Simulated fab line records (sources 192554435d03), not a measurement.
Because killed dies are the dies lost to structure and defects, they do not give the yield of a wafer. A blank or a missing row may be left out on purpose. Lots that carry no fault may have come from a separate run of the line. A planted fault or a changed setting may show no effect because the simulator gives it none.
One fault seen from 2 desks | flow n5 finfet | what lay behind the numbers comes last; until then each desk has only its own

== THE METROLOGY DESK ==
Means of the sampled wafers that have a number, per lot and without regard to the tool the lot ran on: this is what the gauges read. Any lot whose mean is over 4 standard deviations away from the usual mean is out of limits and marked OUT; that distance is given in the brackets. Readings shown: 7 out of 11 (the first out of limits, and those lying furthest out on some lot).
Columns: A = DIBL_N at N5_BEOL_M4_RC_MEAS_101, usual 36.0 mV/V; B = DIBL_P at N5_BEOL_M4_RC_MEAS_101, usual 35.8 mV/V; C = IOFF_N at N5_BEOL_M4_RC_MEAS_101, usual 0.15 nA/um; D = ION_N at N5_BEOL_M4_RC_MEAS_101, usual 670 uA/um; E = VT_N at N5_BEOL_M4_RC_MEAS_101, usual 250 mV; F = VT_P at N5_BEOL_M4_RC_MEAS_101, usual -251 mV; G = M11_ILD_THK at N5_BEOL_M11_THK_MEAS_01, usual 268 nm
lot  | first seen here | A    | B    | C    | D   | E   | F    | G
L407 | day 8 07:28     | 35.0 | 33.8 | 0.13 | 666 | 253 | -253 | 269
L413 | day 9 16:58     | 37.4 | 38.2 | 0.18 | 683 | 251 | -250 | 296 (+7.9) OUT
L417 | day 11 03:37    | 37.2 | 35.8 | 0.15 | 661 | 252 | -248 | 307 (+11) OUT
L429 | day 14 05:16    | 36.3 | 37.4 | 0.16 | 677 | 248 | -252 | 269
This desk's result: L413, L417 out of limits, first on L413 (M11_ILD_THK at N5_BEOL_M11_THK_MEAS_01), day 12 01:13. L407, L429: within limits.

== TOOL OWNER'S DESK, pecvd-04 ==
The tool's own readings at N5_BEOL_M11_ILD_DEP_00 (deposits SiCOH lowk from DEMS/porogen, target thk 308.51 nm, time 58 s): means of the sampled wafers that have a number, for each lot that ran on this tool. Any lot whose mean is over 4 standard deviations away from the usual mean is out of limits and marked OUT; that distance is given in the brackets.
Columns: A = heater power outer w at N5_BEOL_M11_ILD_DEP_00, usual 148 W; B = heater power w at N5_BEOL_M11_ILD_DEP_00, usual 312 W; C = run length s at N5_BEOL_M11_ILD_DEP_00, usual 100.8 s; D = showerhead plenum p Torr at N5_BEOL_M11_ILD_DEP_00, usual 5.733 Torr; E = throttle valve pct at N5_BEOL_M11_ILD_DEP_00, usual 13.7 %
lot  | first seen here | A   | B   | C               | D     | E
L407 | day 11 00:58    | 135 | 312 | 100.6           | 5.719 | 13.7
L413 | day 12 00:37    | 140 | 336 | 106.6 (+14) OUT | 5.740 | 13.2
L417 | day 13 08:26    | 160 | 363 | 109.0 (+21) OUT | 5.738 | 12.9
Finding of this desk: L413, L417 out of limits; the first was L413 at day 12 00:37, on run length s at N5_BEOL_M11_ILD_DEP_00. L407: within limits.

== ALL TOGETHER ==
On L413, L417, at day 12 00:37, an alarm was possible from the tool owner's desk.
On L413, L417, the metrology desk was in a position to raise an alarm at day 12 01:13.
The lots listed all ran N5_BEOL_M11_ILD_DEP_00 on pecvd-04.

== WHAT HAD BEEN PUT IN BY THE SIMULATOR ==
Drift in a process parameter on pecvd-04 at N5_BEOL_M11_ILD_DEP_00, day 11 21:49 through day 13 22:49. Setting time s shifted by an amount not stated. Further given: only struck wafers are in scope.
Shown lots that were struck: L413, L417.
Delay (hours) between the fault's onset and each desk's first out-of-limits reading: 3 at the tool owner's desk, 3 at the metrology desk.
